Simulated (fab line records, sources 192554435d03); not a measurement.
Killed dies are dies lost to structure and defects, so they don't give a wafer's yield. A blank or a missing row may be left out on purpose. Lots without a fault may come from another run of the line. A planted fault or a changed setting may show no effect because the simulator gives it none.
Chamber matching | flow n5_finfet | N5_FIN_SAQP_HM_OPEN_73 on rie_diel-01: 4 sister chambers
The step chemistry CHF3/O2, target SiO2, stops on a-Si, target depth 12 nm, time 16.8 s. 18 wafers are shown with their chamber, then 9 later ones without.

WAFERS WITH THEIR CHAMBER
wafer  | chamber | rf_vpp_V (V) | throttle_valve_pct (%) | showerhead_plenum_p_Torr (Torr)
L074.4 | 2       | 531          | 19.09                  | 2.29
L074.5 | 1       | 528          | 18.87                  | 2.38
L074.6 | 0       | 534          | 18.85                  | 2.42
L075.2 | 1       | 529          | 18.86                  | 2.38
L075.4 | 3       | 517          | 18.40                  | 2.55
L075.6 | 0       | 534          | 18.85                  | 2.42
L081.3 | 0       | 533          | 18.87                  | 2.42
L081.4 | 1       | 531          | 18.89                  | 2.37
L081.5 | 1       | 529          | 18.87                  | 2.37
L086.3 | 1       | 529          | 18.90                  | 2.37
L086.4 | 2       | 539          | 18.67                  | 2.58
L086.5 | 2       | 539          | 18.67                  | 2.58
L087.3 | 3       | 518          | 18.45                  | 2.54
L087.5 | 2       | 538          | 18.67                  | 2.58
L087.6 | 3       | 517          | 18.43                  | 2.54
L088.1 | 2       | 538          | 18.67                  | 2.58
L088.2 | 1       | 530          | 18.91                  | 2.37
L088.5 | 3       | 516          | 18.44                  | 2.54

SIGNATURES (means of the wafers above)
reading                  | chamber 0 | chamber 1 | chamber 2 | chamber 3 | scatter within a chamber
rf_vpp_V                 | 533.67    | 529.33    | 537.00    | 517.00    | 1.96
throttle_valve_pct       | 18.8567   | 18.8833   | 18.7540   | 18.4300   | 0.102
showerhead_plenum_p_Torr | 2.4200    | 2.3733    | 2.5220    | 2.5425    | 0.0694
Rule: a wafer's distance from a chamber is the root of the sum, over the readings, of the square of ((its reading less the chamber's mean) divided by the reading's scatter). The wafer belongs to the nearest chamber; if the next one is less than 2 further off, it can't be placed. The scatter: the root of (the sum of the squares of (reading less its chamber's mean) over the shown wafers, divided by (wafers less chambers)).

WAFERS WITHOUT THEIR CHAMBER
wafer  | rf_vpp_V (V) | throttle_valve_pct (%) | showerhead_plenum_p_Torr (Torr)
L091.3 | 517          | 18.44                  | 2.54
L091.5 | 533          | 18.90                  | 2.41
L091.6 | 518          | 18.46                  | 2.54
L095.2 | 530          | 18.93                  | 2.36
L095.3 | 538          | 18.70                  | 2.57
L095.5 | 533          | 18.91                  | 2.41
L096.1 | 538          | 18.69                  | 2.57
L096.3 | 529          | 18.93                  | 2.36
L096.5 | 538          | 18.71                  | 2.57

WHICH CHAMBER EACH WENT THROUGH
wafer  | from the rows above     | in truth
L091.3 | 3                       | 3
L091.5 | can't be placed: 0 or 1 | 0
L091.6 | 3                       | 3
L095.2 | can't be placed: 1 or 0 | 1
L095.3 | 2                       | 2
L095.5 | can't be placed: 0 or 1 | 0
L096.1 | 2                       | 2
L096.3 | 1                       | 1
L096.5 | 2                       | 2
Placed correctly: 6 of 9. Can't be placed from these rows: 3 (the true chamber is among the candidates in 3). Placed wrongly: 0.
